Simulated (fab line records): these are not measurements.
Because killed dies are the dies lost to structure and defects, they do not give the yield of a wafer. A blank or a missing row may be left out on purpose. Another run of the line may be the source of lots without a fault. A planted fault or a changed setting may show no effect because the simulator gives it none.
fab line records | flow n5_finfet
record lots=7 | wafers=18 | last_day=17
route steps=1938 shown SD_ACTIVATION@331 ILD0@335 BEOL_M4@1111
lots with no fault: from the same line, run without faults
start_h: start of the lot's first displayed wafer, in hours after the record's first day | wait_h: how many hours have passed since the lot's step before this one | " as in the row above | L1.1+2: one row covering several wafers at once | - either no value or no given start | * or withheld: withheld | < > ~ a bound
route shown NAME@n: names a module that has steps shown in the file, with the first one's number in the route | usual: mean and standard deviation over wafers with no fault | same: alike in all rows | chamber/n: place in a boat | sites: per-site readings | _std_site: their standard deviation | _edge_site: mean of outer sites minus mean of inner sites | radius_mm: how far each site lies from the wafer's centre | mask NAME#n: copy n | behind: the last tool/chamber to shape the wafer | hold: the reason the lot was held/the length of the hold in hours/how it ended | device: the n, p or np transistor that did not switch | end of line: the same wafers' tests at the end of the route | step lacking rows: just its recipe | killed: at the first sort, the dies lost to defects and structure; wafer yield is something else | map: dies across one wafer; x = killed, . = not, _ = none there
set.NAME: setting as actually run; set.NAME@STEP: the setting as run at that earlier step | model.NAME: the simulator's own value behind a step, which no gauge read
lots at selected steps of the route; one table per step, one row per wafer
services: a tool's chamber out of use, with start hour (start_h, from the record's first day; less than 0 if before it), hours out, and reason
## steps
# step N5_SD_ACTIVATION_LSA_01
# recipe temp_c=1080 | time_s=0.0008 | ambient=N2
# usual wafer_temp_C_max=1083.5/0.72
lot.wafer | tool            | chamber | start_h | wait_h | wafer_temp_C_max
L923.2    | laser_anneal-02 | 0       | 62.92   | 0.2    | 1082.7
L923.4    | "               | 0       | "       | "      | 1082.6
L923.6    | "               | 0       | "       | "      | 1083.7
L927.1    | laser_anneal-02 | 0       | 87.81   | 0.2    | 1083.8
L927.4    | "               | 0       | "       | "      | 1083.8
L927.5    | "               | 0       | "       | "      | 1083.5
L929.2    | laser_anneal-02 | 0       | 101.54  | 0.2    | 1081.8
L929.4    | "               | 0       | "       | "      | 1084.1
L929.5    | "               | 0       | "       | "      | 1082.3
L933.1    | laser_anneal-02 | 0       | 124.01  | 0.2    | 1082.2
L933.4    | "               | 0       | "       | "      | 1084.0
L933.6    | "               | 0       | "       | "      | 1084.1
L939.2    | laser_anneal-01 | 0       | 162.45  | 0.2    | 1083.8
L939.4    | "               | 0       | "       | "      | 1084.1
L940.3    | laser_anneal-01 | 0       | 170.08  | 0.3    | 1084.9
L940.4    | "               | 0       | "       | "      | 1083.1
L941.2    | laser_anneal-02 | 0       | 172.69  | 0.2    | 1082.6
L941.3    | "               | 0       | "       | "      | 1083.3
# step N5_SD_ACTIVATION_RS_MEAS_03
# recipe thk_meas_gauge=four-point-probe
# usual RS_SD_N=21.89/0.26 | RS_SD_P=56.0/0.81
lot.wafer | tool          | chamber | start_h | wait_h | RS_SD_N[ohm/sq] | RS_SD_P[ohm/sq]
L923.2    | film_metro-02 | -       | 63.11   | 0.2    | 21.42           | 56.8
L923.4    | "             | -       | "       | "      | 21.74           | 55.0
L923.6    | "             | -       | "       | "      | 21.54           | 56.1
L927.1    | film_metro-01 | -       | 88.03   | 0.2    | 21.63           | 54.9
L927.4    | "             | -       | "       | "      | 21.49           | 54.8
L927.5    | "             | -       | "       | "      | 21.37           | 54.7
L929.2    | film_metro-02 | -       | 101.73  | 0.2    | 21.78           | 56.8
L929.4    | "             | -       | "       | "      | 21.90           | 57.0
L929.5    | "             | -       | "       | "      | 21.87           | 56.7
L933.1    | film_metro-02 | -       | 124.21  | 0.2    | 21.66           | 56.7
L933.4    | "             | -       | "       | "      | 21.36           | 56.8
L933.6    | "             | -       | "       | "      | 21.71           | 56.5
L939.2    | film_metro-02 | -       | 162.64  | 0.2    | 22.19           | 56.1
L939.4    | "             | -       | "       | "      | 21.83           | 55.6
L940.3    | film_metro-02 | -       | 170.27  | 0.2    | 21.94           | 57.3
L940.4    | "             | -       | "       | "      | 22.18           | 56.7
L941.2    | film_metro-02 | -       | 172.88  | 0.2    | 22.24           | 53.5
L941.3    | "             | -       | "       | "      | 22.00           | 55.7
# step N5_SD_ACTIVATION_INSPECT_02
# recipe inspect_instrument=darkfield | mode=post_anneal
# usual raw_defect_count=178/39
lot.wafer | tool              | chamber | start_h | wait_h | raw_defect_count
L923.2    | defect_inspect-01 | -       | 63.41   | 0.1    | 151
L923.4    | "                 | -       | "       | "      | 159
L923.6    | "                 | -       | "       | "      | 183
L927.1    | defect_inspect-02 | -       | 88.35   | 0.2    | 147
L927.4    | "                 | -       | "       | "      | 140
L927.5    | "                 | -       | "       | "      | 160
L929.2    | defect_inspect-01 | -       | 102.03  | 0.1    | 158
L929.4    | "                 | -       | "       | "      | 105
L929.5    | "                 | -       | "       | "      | 173
L933.1    | defect_inspect-01 | -       | 124.53  | 0.2    | 254
L933.4    | "                 | -       | "       | "      | 205
L933.6    | "                 | -       | "       | "      | 164
L939.2    | defect_inspect-01 | -       | 162.94  | 0.1    | 219
L939.4    | "                 | -       | "       | "      | 209
L940.3    | defect_inspect-02 | -       | 170.55  | 0.1    | 176
L940.4    | "                 | -       | "       | "      | 128
L941.2    | defect_inspect-02 | -       | 173.19  | 0.2    | 169
L941.3    | "                 | -       | "       | "      | 196
# step N5_ILD0_LINER_00
# recipe material=SiNx | target_thk_a=40 | temp_c=400 | ald_precursor_family=SiH2I2 | ald_co_reactant=N2/H2-plasma | pulse_time_s=1 | purge_time_s=2 | co_reactant_purge_time_s=2 | ald_cycles=80 | pressure_torr=2
# usual heater_power_w=788/86 | precursor_pulse_height_rel=1.001/0.017
lot.wafer | tool       | chamber | start_h | wait_h | heater_power_w | precursor_pulse_height_rel
L923.2    | ald_sin-02 | 3       | 63.45   | 0.0    | 715            | 1.001
L923.4    | "          | 1       | "       | "      | 698            | 0.993
L923.6    | "          | 2       | "       | "      | 690            | 1.016
L927.1    | ald_sin-02 | 2       | 88.39   | 0.0    | 716            | 1.011
L927.4    | "          | 0       | "       | "      | 952            | 0.999
L927.5    | "          | 1       | "       | "      | 695            | 1.017
L929.2    | ald_sin-02 | 1       | 102.07  | 0.0    | 723            | 0.983
L929.4    | "          | 0       | "       | "      | 933            | 0.997
L929.5    | "          | 3       | "       | "      | 731            | 1.013
L933.1    | ald_sin-04 | 0       | 124.69  | 0.2    | 867            | 0.977
L933.4    | "          | 3       | "       | "      | 921            | 0.979
L933.6    | "          | 3       | "       | "      | 880            | 1.011
L939.2    | ald_sin-02 | 3       | 163.09  | 0.1    | 750            | 1.008
L939.4    | "          | 1       | "       | "      | 708            | 1.020
L940.3    | ald_sin-02 | 1       | 170.59  | 0.0    | 699            | 1.003
L940.4    | "          | 0       | "       | "      | 936            | 1.007
L941.2    | ald_sin-02 | 2       | 173.23  | 0.0    | 712            | 1.019
L941.3    | "          | 1       | "       | "      | 715            | 1.031
# step N5_ILD0_FCVD_FILL_01
# recipe material=SiO2_flowable | target_thk_a=2000 | temp_c=100 | pressure_torr=0.8 | rf_w=2000 | time_s=328.3
# step N5_ILD0_CURE_02
# recipe temp_c=450 | time_s=1800 | ambient=steam | idle_temp_c=400 | ramp_up_c_per_min=5 | ramp_down_c_per_min=3 | densification_p_h2o_torr=640
# step N5_ILD0_CMP_03
# recipe stop_on=SiNx | t_overpolish_s=1.9 | post_cmp_clean=alkaline_brush | down_force_psi=4.1491 | platen_rpm=51.796 | pad_velocity_m_s=1.0306 | target_thk_nm=197.38
# usual edge_zone_pressure_frac=0.999/0.0046 | motor_current_A=13.0/1.1 | overpolish_run_s=1.900/0.0097 | time_to_endpoint_s=73/3.4
lot.wafer | tool   | chamber | start_h | wait_h | edge_zone_pressure_frac | motor_current_A | overpolish_run_s | time_to_endpoint_s
L923.2    | cmp-02 | 1       | 65.86   | 0.1    | 1.003                   | 12.7            | 1.896            | 67
L923.4    | "      | 2       | "       | "      | 0.994                   | 12.2            | 1.901            | 70
L923.6    | "      | 1       | "       | "      | 1.000                   | 12.0            | 1.885            | 67
L927.1    | cmp-03 | 1       | 90.79   | 0.1    | 1.006                   | 12.7            | 1.897            | 74
L927.4    | "      | 2       | "       | "      | 0.997                   | 12.5            | 1.903            | 71
L927.5    | "      | 1       | "       | "      | 1.009                   | 13.4            | 1.892            | 70
L929.4    | cmp-04 | 2       | 104.48  | 0.1    | 0.997                   | 14.3            | 1.913            | 76
L929.2    | "      | 3       | "       | "      | 0.997                   | 11.8            | 1.891            | 70
L929.5    | "      | 2       | "       | "      | 1.008                   | 13.8            | 1.904            | 73
L933.4    | cmp-03 | 3       | 128.00  | 0.0    | 1.008                   | 14.9            | 1.906            | 74
L933.1    | "      | 1       | "       | "      | 1.001                   | 13.4            | 1.885            | 73
L933.6    | "      | 3       | "       | "      | 1.005                   | 14.6            | 1.907            | 78
L939.2    | cmp-03 | 1       | 165.50  | 0.1    | 0.996                   | 13.7            | 1.882            | 75
L939.4    | "      | 3       | "       | "      | 1.010                   | 15.0            | 1.901            | 77
L940.4    | cmp-02 | 3       | 172.97  | 0.0    | 0.996                   | 10.9            | 1.894            | 72
L940.3    | "      | 2       | "       | "      | 1.002                   | 12.1            | 1.896            | 72
L941.2    | cmp-03 | 3       | 175.63  | 0.1    | 1.004                   | 15.7            | 1.886            | 76
L941.3    | "      | 0       | "       | "      | 1.001                   | 12.2            | 1.899            | 75
# step N5_ILD0_THK_MEAS_04
# usual thk_nm=198.5/1.2
lot.wafer | tool          | chamber | start_h | wait_h | thk_nm
L923.2    | film_metro-01 | -       | 66.12   | -      | 196.7
L923.4    | "             | -       | "       | "      | 196.5
L923.6    | "             | -       | "       | "      | 197.7
L927.1    | film_metro-01 | -       | 91.05   | -      | 198.5
L927.4    | "             | -       | "       | "      | 199.0
L927.5    | "             | -       | "       | "      | 196.4
L929.2    | film_metro-02 | -       | 104.74  | -      | 195.9
L929.4    | "             | -       | "       | "      | 198.9
L929.5    | "             | -       | "       | "      | 198.0
L933.1    | film_metro-01 | -       | 128.30  | -      | 199.7
L933.4    | "             | -       | "       | "      | 199.7
L933.6    | "             | -       | "       | "      | 199.4
L939.2    | film_metro-02 | -       | 165.75  | -      | 200.7
L939.4    | "             | -       | "       | "      | 198.4
L940.3    | film_metro-01 | -       | 173.26  | -      | 198.8
L940.4    | "             | -       | "       | "      | 196.4
L941.2    | film_metro-02 | -       | 175.89  | -      | 200.2
L941.3    | "             | -       | "       | "      | 200.7
# step N5_ILD0_CMP_07
# recipe stop_on=poly-Si | material=SiO2_flowable | t_overpolish_s=1.18 | post_cmp_clean=alkaline_brush | down_force_psi=4.1491 | platen_rpm=51.796 | pad_velocity_m_s=1.0306 | target_thk_nm=138.88
# usual edge_zone_pressure_frac=1.000/0.0048 | motor_current_A=13.0/1.2
lot.wafer | tool   | chamber | start_h | wait_h | edge_zone_pressure_frac | motor_current_A
L923.2    | cmp-02 | 3       | 66.23   | 0.1    | 1.003                   | 11.4
L923.4    | "      | 0       | "       | "      | 1.007                   | 12.9
L923.6    | "      | 1       | "       | "      | 0.999                   | 12.8
L927.4    | cmp-04 | 1       | 91.16   | 0.1    | 1.002                   | 14.0
L927.1    | "      | 2       | "       | "      | 0.995                   | 13.7
L927.5    | "      | 3       | "       | "      | 0.995                   | 11.1
L929.2    | cmp-03 | 2       | 104.77  | 0.0    | 1.003                   | 12.4
L929.4    | "      | 1       | "       | "      | 1.001                   | 12.3
L929.5    | "      | 3       | "       | "      | 0.993                   | 14.9
L933.1    | cmp-03 | 1       | 128.33  | 0.0    | 1.001                   | 13.5
L933.4    | "      | 3       | "       | "      | 0.993                   | 15.1
L933.6    | "      | 2       | "       | "      | 1.004                   | 12.6
L939.2    | cmp-03 | 0       | 165.82  | 0.1    | 0.992                   | 12.6
L939.4    | "      | 1       | "       | "      | 1.001                   | 13.6
L940.3    | cmp-03 | 1       | 173.33  | 0.1    | 0.997                   | 13.2
L940.4    | "      | 3       | "       | "      | 1.001                   | 15.4
L941.2    | cmp-04 | 3       | 175.96  | 0.1    | 1.005                   | 12.1
L941.3    | "      | 0       | "       | "      | 1.001                   | 13.6
# step N5_ILD0_THK_MEAS_08
# usual thk_nm=139.1/1.2
lot.wafer | tool          | chamber | start_h | wait_h | thk_nm
L923.2    | film_metro-01 | -       | 66.44   | -      | 137.8
L923.4    | "             | -       | "       | "      | 139.4
L923.6    | "             | -       | "       | "      | 137.0
L927.1    | film_metro-01 | -       | 91.37   | -      | 138.4
L927.4    | "             | -       | "       | "      | 137.5
L927.5    | "             | -       | "       | "      | 137.5
L929.2    | film_metro-02 | -       | 105.06  | -      | 139.8
L929.4    | "             | -       | "       | "      | 139.5
L929.5    | "             | -       | "       | "      | 140.8
L933.1    | film_metro-02 | -       | 128.62  | -      | 140.0
L933.4    | "             | -       | "       | "      | 141.2
L933.6    | "             | -       | "       | "      | 139.7
L939.2    | film_metro-02 | -       | 166.08  | -      | 140.0
L939.4    | "             | -       | "       | "      | 139.6
L940.3    | film_metro-02 | -       | 173.59  | -      | 139.7
L940.4    | "             | -       | "       | "      | 139.5
L941.2    | film_metro-02 | -       | 176.21  | -      | 139.3
L941.3    | "             | -       | "       | "      | 141.8
# step N5_ILD0_PRECLEAN_10
# recipe chemistry=NF3:NH3 | afs_cycles=5 | time_s=20 | temp_c=30 | sublimation_temp_c=180 | sublimation_time_s=60 | pressure_torr=3 | rf_power_w=30
# step N5_ILD0_ALD_15
# recipe material=SiNx | target_thk_a=240 | temp_c=400 | ald_precursor_family=SiH2I2 | ald_co_reactant=N2/H2-plasma | pulse_time_s=1 | ald_cycles=480 | purge_time_s=2 | co_reactant_purge_time_s=2 | pressure_torr=2
# usual ald_cycles=480/0 | heater_power_w=798/82 | precursor_pulse_height_rel=0.999/0.021
lot.wafer | tool       | chamber | start_h | wait_h | ald_cycles | heater_power_w | precursor_pulse_height_rel | model.SiNx_of_ILD0_ALD_15.thk_nm
L923.2    | ald_sin-01 | 1       | 67.16   | 0.5    | 480        | 816            | 1.013                      | 24.2
L923.4    | "          | 0       | "       | "      | 480        | 817            | 0.980                      | 24.2
L923.6    | "          | 1       | 68.25   | 1.1    | 480        | 810            | 0.993                      | 24
L927.1    | ald_sin-04 | 2       | 93.62   | 2.1    | 480        | 749            | 1.000                      | 24
L927.4    | "          | 3       | "       | "      | 480        | 907            | 0.999                      | 24
L927.5    | "          | 2       | 94.71   | 2.7    | 480        | 743            | 1.009                      | 24.2
L929.2    | ald_sin-02 | 0       | 105.81  | 0.5    | 480        | 927            | 0.985                      | 24.2
L929.4    | "          | 1       | "       | "      | 480        | 683            | 1.023                      | 24.2
L929.5    | "          | 3       | 106.90  | 1.2    | 480        | 732            | 0.992                      | 24
L933.1    | ald_sin-02 | 2       | 129.37  | 0.6    | 480        | 694            | 1.011                      | 23.8
L933.4    | "          | 1       | "       | "      | 480        | 719            | 1.012                      | 24
L933.6    | "          | 3       | 130.45  | 1.1    | 480        | 714            | 0.965                      | 24
L939.2    | ald_sin-02 | 3       | 166.80  | 0.5    | 603        | 735            | 0.991                      | 30
L939.4    | "          | 0       | "       | "      | 603        | 939            | 1.052                      | 30.2
L940.3    | ald_sin-02 | 1       | 174.53  | 0.5    | 480        | 723            | 1.031                      | 24
L940.4    | "          | 2       | "       | "      | 603        | 708            | 1.024                      | 30
L941.2    | ald_sin-02 | 1       | 177.15  | 0.6    | 603        | 715            | 0.991                      | 30
L941.3    | "          | 2       | "       | "      | 480        | 701            | 0.979                      | 23.8
# step N5_ILD0_CMP_12
# recipe stop_on=poly-Si | material=SiNx | t_overpolish_s=6 | post_cmp_clean=alkaline_brush | down_force_psi=2.5 | platen_rpm=51.8 | pad_velocity_m_s=1.0307 | target_thk_nm=17.67
# usual edge_zone_pressure_frac=1.000/0.0048 | motor_current_A=9.5/0.8 | time_to_endpoint_s=29.9/2.7
lot.wafer | tool   | chamber | start_h | wait_h | edge_zone_pressure_frac | motor_current_A | time_to_endpoint_s
L923.4    | cmp-02 | 1       | 69.40   | 1.2    | 0.998                   | 9.0             | 27.8
L923.2    | "      | 3       | "       | "      | 1.001                   | 8.4             | 28.5
L923.6    | "      | 1       | "       | "      | 1.001                   | 9.1             | 28.9
L927.4    | cmp-04 | 1       | 95.82   | 1.1    | 1.008                   | 10.8            | 28.5
L927.1    | "      | 2       | "       | "      | 1.005                   | 10.8            | 28.7
L927.5    | "      | 2       | "       | "      | 1.000                   | 10.9            | 27.4
L929.4    | cmp-03 | 3       | 108.13  | 1.2    | 0.998                   | 11.1            | 29.5
L929.2    | "      | 1       | "       | "      | 1.007                   | 9.9             | 32.2
L929.5    | "      | 2       | "       | "      | 1.007                   | 9.7             | 28.5
L933.1    | cmp-04 | 0       | 131.57  | 1.1    | 1.001                   | 10.5            | 31.4
L933.4    | "      | 3       | "       | "      | 0.995                   | 8.9             | 28.4
L933.6    | "      | 0       | "       | "      | 0.995                   | 9.9             | 32.5
L939.4    | cmp-02 | 2       | 169.00  | 1.1    | 1.009                   | 8.5             | 36.9
L939.2    | "      | 3       | "       | "      | 1.000                   | 8.6             | 35.2
L940.4    | cmp-02 | 1       | 176.76  | 1.2    | 1.001                   | 9.6             | 34.7
L940.3    | "      | 2       | "       | "      | 1.000                   | 8.6             | 28.9
L941.3    | cmp-02 | 2       | 179.35  | 1.1    | 0.996                   | 8.1             | 28.7
L941.2    | "      | 0       | "       | "      | 1.011                   | 9.6             | 40.6
# step N5_ILD0_THK_MEAS_13
# usual thk_nm=17.9/1.1
lot.wafer | tool          | chamber | start_h | wait_h | thk_nm
L923.2    | film_metro-01 | -       | 69.66   | -      | 17.1
L923.4    | "             | -       | "       | "      | 17.3
L923.6    | "             | -       | "       | "      | 16.4
L927.1    | film_metro-02 | -       | 96.12   | -      | 18.0
L927.4    | "             | -       | "       | "      | 16.7
L927.5    | "             | -       | "       | "      | 17.9
L929.2    | film_metro-01 | -       | 108.39  | -      | 19.5
L929.4    | "             | -       | "       | "      | 18.5
L929.5    | "             | -       | "       | "      | 18.2
L933.1    | film_metro-01 | -       | 131.86  | -      | 18.3
L933.4    | "             | -       | "       | "      | 16.1
L933.6    | "             | -       | "       | "      | 18.9
L939.2    | film_metro-02 | -       | 169.29  | -      | 17.6
L939.4    | "             | -       | "       | "      | 19.0
L940.3    | film_metro-01 | -       | 177.02  | -      | 16.4
L940.4    | "             | -       | "       | "      | 15.6
L941.2    | film_metro-02 | -       | 179.65  | -      | 18.5
L941.3    | "             | -       | "       | "      | 17.7
# step N5_BEOL_M4_RC_MEAS_101
# usual DIBL_N=35.9/1.8 | DIBL_P=36.2/2 | IOFF_N=0.16/0.031 | IOFF_P=0.22/0.041 | ION_N=676/11 | ION_P=465/8.5 | SS_N=71.4/0.64 | SS_P=73.2/0.7 | VT_N=250/3.5 | VT_P=-250/3.9
lot.wafer | tool      | chamber | start_h | wait_h | DIBL_N[mV/V] | DIBL_P[mV/V] | IOFF_N[nA/um] | IOFF_P[nA/um] | ION_N[uA/um] | ION_P[uA/um] | SS_N[mV/dec] | SS_P[mV/dec] | VT_N[mV] | VT_P[mV]
L923.2    | prober-02 | 0       | 172.51  | 0.2    | 35.8         | 37.0         | 0.15          | 0.20          | 674          | 457          | 71.0         | 73.6         | 250      | -251
L923.4    | "         | 0       | "       | "      | 35.8         | 37.4         | 0.16          | 0.22          | 690          | 477          | 71.3         | 72.8         | 251      | -252
L923.6    | "         | 0       | "       | "      | 37.2         | 39.3         | 0.17          | 0.23          | 669          | 463          | 72.1         | 73.7         | 250      | -249
L929.2    | prober-01 | 0       | 214.34  | 0.2    | 37.5         | 37.5         | 0.19          | 0.27          | 690          | 478          | 71.6         | 73.6         | 245      | -244
L929.4    | "         | 0       | "       | "      | 33.2         | 31.4         | 0.11          | 0.17          | 669          | 459          | 70.7         | 71.9         | 254      | -250
L929.5    | "         | 0       | "       | "      | 36.7         | 36.6         | 0.17          | 0.24          | 687          | 477          | 72.1         | 73.1         | 250      | -248
L927.1    | prober-02 | 0       | 214.72  | 0.0    | 33.6         | 33.3         | 0.11          | 0.15          | 660          | 449          | 70.8         | 72.5         | 256      | -255
L927.4    | "         | 0       | "       | "      | 36.3         | 36.2         | 0.16          | 0.19          | 682          | 464          | 72.5         | 74.1         | 248      | -255
L927.5    | "         | 0       | "       | "      | 35.6         | 34.8         | 0.15          | 0.18          | 665          | 453          | 71.9         | 72.7         | 248      | -257
L933.1    | prober-01 | 0       | 242.09  | 0.0    | 38.4         | 38.3         | 0.20          | 0.26          | 693          | 470          | 71.3         | 74.3         | 248      | -249
L933.4    | "         | 0       | "       | "      | 37.5         | 37.0         | 0.19          | 0.24          | 686          | 475          | 71.9         | 73.3         | 246      | -251
L933.6    | "         | 0       | "       | "      | 36.7         | 36.3         | 0.16          | 0.22          | 679          | 468          | 71.7         | 74.0         | 249      | -250
L939.2    | prober-01 | 0       | 270.01  | 0.2    | 36.4         | 36.7         | 0.18          | 0.20          | 678          | 456          | 71.6         | 73.3         | 245      | -249
L939.4    | "         | 0       | "       | "      | 38.6         | 39.7         | 0.24          | 0.25          | 682          | 462          | 72.3         | 74.4         | 242      | -249
L940.3    | prober-02 | 0       | 284.97  | 0.3    | 36.9         | 37.2         | 0.17          | 0.24          | 692          | 480          | 70.4         | 74.2         | 248      | -248
L940.4    | "         | 0       | "       | "      | 37.2         | 38.5         | 0.16          | 0.27          | 672          | 471          | 70.6         | 74.6         | 249      | -244
L941.2    | prober-01 | 0       | 290.82  | 0.2    | 35.4         | 36.4         | 0.14          | 0.21          | 672          | 464          | 72.2         | 72.8         | 253      | -250
L941.3    | "         | 0       | "       | "      | 37.2         | 38.7         | 0.18          | 0.26          | 674          | 469          | 72.0         | 74.0         | 250      | -249
## services
tool            | chamber | start_h | hours | kind
cmp-03          | -       | 42.57   | -     | consumable_replace:conditioner
cmp-03          | -       | 42.57   | -     | consumable_replace:pad
cmp-03          | -       | 45.16   | 5.6   | pm
cmp-04          | -       | 53.12   | 2.1   | pm
ald_sin-04      | -       | 53.48   | 0.7   | repair
ald_sin-04      | 1       | 66.51   | 9.2   | repair
cmp-04          | -       | 68.42   | 4.2   | repair
cmp-02          | -       | 74.21   | 4.6   | pm
laser_anneal-02 | -       | 78.95   | 1.2   | pm
cmp-02          | -       | 79.54   | 1.6   | repair
ald_sin-01      | -       | 85.25   | 14.0  | pm
ald_sin-01      | 0       | 85.25   | 14.0  | vent_cycle
ald_sin-01      | 0       | 103.30  | 121.1 | repair
cmp-04          | -       | 106.64  | 0.4   | repair
laser_anneal-01 | -       | 110.07  | 2.7   | repair
cmp-02          | -       | 122.65  | 1.1   | repair
laser_anneal-02 | -       | 140.83  | 22.8  | pm
cmp-02          | -       | 141.44  | 0.3   | repair
cmp-04          | -       | 152.45  | 4.0   | pm
cmp-04          | -       | 156.45  | -     | consumable_replace:conditioner
cmp-04          | -       | 156.45  | -     | consumable_replace:pad
ald_sin-01      | 1       | 168.50  | 92.3  | repair
laser_anneal-01 | -       | 171.73  | 2.2   | pm
ald_sin-04      | 1       | 178.87  | 152.3 | repair
## key
first_sign step=N5_ILD0_ALD_15 | reading=ald_cycles | direction=up | sigmas=99+ | usual=* | struck=*
effect step=N5_ILD0_CMP_12 | reading=time_to_endpoint_s | direction=up | sigmas=2.6 | usual=* | struck=*
model_effect step=N5_ILD0_ALD_15 | value=SiNx_of_ILD0_ALD_15.thk_nm | without=23.95 | struck=30.05
met_at N5_ILD0_ALD_15
struck_wafers L939.2,L939.4,L940.4,L941.2
onset_between 129.37 166.80
fault kind=process_parameter_drift | tool=ald_sin-02 | chamber=- | onset_h=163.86 | steps=N5_ILD0_ALD_15 | channel=ald_cycles | offset=* | shape=step | end_h=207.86 | scope=struck_wafers_only | acts_in=* | stated=*
